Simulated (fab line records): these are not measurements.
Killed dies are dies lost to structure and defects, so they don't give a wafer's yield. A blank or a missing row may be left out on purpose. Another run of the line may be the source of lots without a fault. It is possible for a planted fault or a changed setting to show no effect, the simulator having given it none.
Chamber matching    flow nand-harc    NHARC_P_M0_STRIP_18 on rie-diel-07 has 4 sister chambers
The step strips in N2/H2. 18 wafers are shown with their chamber, then 9 later ones without.

EACH WAFER AND ITS CHAMBER
wafer   chamber  showerhead-plenum-p-Torr (Torr)  drypump-motor-current-A (A)  rf-vpp-V (V)
L079.1  2        2.00                             5.6                          90.4
L079.2  1        1.96                             5.2                          89.5
L079.3  3        2.18                             5.2                          92.8
L081.1  2        2.00                             5.6                          90.2
L081.5  0        1.96                             6.0                          88.9
L081.6  1        1.96                             5.2                          89.5
L084.1  2        2.00                             5.5                          90.9
L084.4  0        1.96                             6.0                          90.1
L084.6  3        2.17                             5.2                          92.5
L085.2  3        2.17                             5.1                          89.5
L085.4  1        1.96                             5.2                          89.7
L085.6  3        2.17                             5.2                          90.1
L086.2  1        1.96                             5.2                          91.4
L086.5  3        2.17                             5.2                          92.5
L086.6  0        1.96                             6.0                          91.3
L087.1  1        1.96                             5.2                          89.2
L087.4  0        1.96                             5.9                          89.6
L087.6  3        2.17                             5.1                          91.4

SIGNATURES, as means of the wafers listed above
reading                   chamber 0  chamber 1  chamber 2  chamber 3  scatter within a chamber
showerhead-plenum-p-Torr  1.9600     1.9600     2.0000     2.1717     0.00244
drypump-motor-current-A   5.975      5.200      5.567      5.167      0.0443
rf-vpp-V                  89.975     89.860     90.500     91.467     1.07
Rule: for a wafer and a chamber, the distance is found by dividing, reading by reading, the gap between the wafer's reading and the chamber's mean by the reading's scatter, squaring, summing and taking the root. If the next closest chamber is less than 2 further off than the closest, the wafer can't be placed; otherwise it belongs to the closest. The scatter: take each reading less its chamber's mean, square it, sum over the shown wafers, divide by the number of wafers less the number of chambers, and take the root.

WAFERS WITHOUT THEIR CHAMBER
wafer   showerhead-plenum-p-Torr (Torr)  drypump-motor-current-A (A)  rf-vpp-V (V)
L090.1  2.00                             5.5                          91.0
L090.5  1.96                             5.2                          90.7
L090.6  1.96                             6.0                          88.2
L094.2  1.95                             6.0                          90.6
L094.3  1.96                             5.2                          90.9
L094.6  2.00                             5.5                          91.0
L097.3  1.95                             6.0                          89.7
L097.5  1.95                             6.0                          90.3
L097.6  2.17                             5.2                          91.9

WHICH CHAMBER EACH WENT THROUGH
wafer   from the rows above  in truth
L090.1  2                    2
L090.5  1                    1
L090.6  0                    0
L094.2  0                    0
L094.3  1                    1
L094.6  2                    2
L097.3  0                    0
L097.5  0                    0
L097.6  3                    3
Placed correctly: 9 of 9. Number that these rows cannot place: 0. Placed wrongly: 0.
